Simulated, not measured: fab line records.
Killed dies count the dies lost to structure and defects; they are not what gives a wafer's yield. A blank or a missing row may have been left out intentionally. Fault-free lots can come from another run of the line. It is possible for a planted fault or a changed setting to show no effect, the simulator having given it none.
Which tool was responsible? -- flow n5_finfet -- route of 1938 steps, sampled at 1 step: 12 lots, 36 wafers

WHAT EACH GAUGE READ, for each wafer
N5_BEOL_M0_RS_MEAS_126: measurement is done with a four-point probe.
lot,measured,on,M0_RS (ohm/sq)
L075,day 6 08:59,film_metro-01,0.495 0.516 0.504
L077,day 6 21:32,film_metro-02,0.556 0.581 0.559
L079,day 7 07:01,film_metro-01,0.514 0.519 0.530
L080,day 7 18:33,film_metro-01,0.521 0.506 0.521
L083,day 8 04:10,film_metro-02,0.527 0.509 0.513
L085,day 8 18:56,film_metro-02,0.519 0.522 0.543
L088,day 9 08:39,film_metro-01,0.534 0.552 0.527
L089,day 9 19:35,film_metro-02,0.540 0.514 0.521
L091,day 10 01:32,film_metro-02,0.476 0.495 0.468
L093,day 10 16:47,film_metro-02,0.512 0.552 0.488
L095,day 10 22:19,film_metro-02,0.557 0.511 0.500
L097,day 11 20:30,film_metro-01,0.566 0.542 0.538

EACH LOT AND THE TOOL THAT RAN IT (in order: tool; ch and the chambers of the sampled wafers; start)
There is no process step in the record ahead of these readings.

THE ANSWER, worked out from the rows above alone
Rule: usual is defined by the lots themselves. Put in order of their means at a reading, lots are off if they are a third of the lots or fewer, leave a main group of 4 or more, and stand apart from it by a gap of 3 or more times the standard deviation of the main group's means; of several such gaps the widest counts. If all means in a main group match to the digits the tables above print for the reading, that group is not used. A lot without any number at a reading at which 4 lots or more have one is off too. Where the step has rows for the other lots, those lots are counted as sound.
None of the lots is off at any reading shown; this tells nothing.

WHAT THE SIMULATOR HAD INSERTED
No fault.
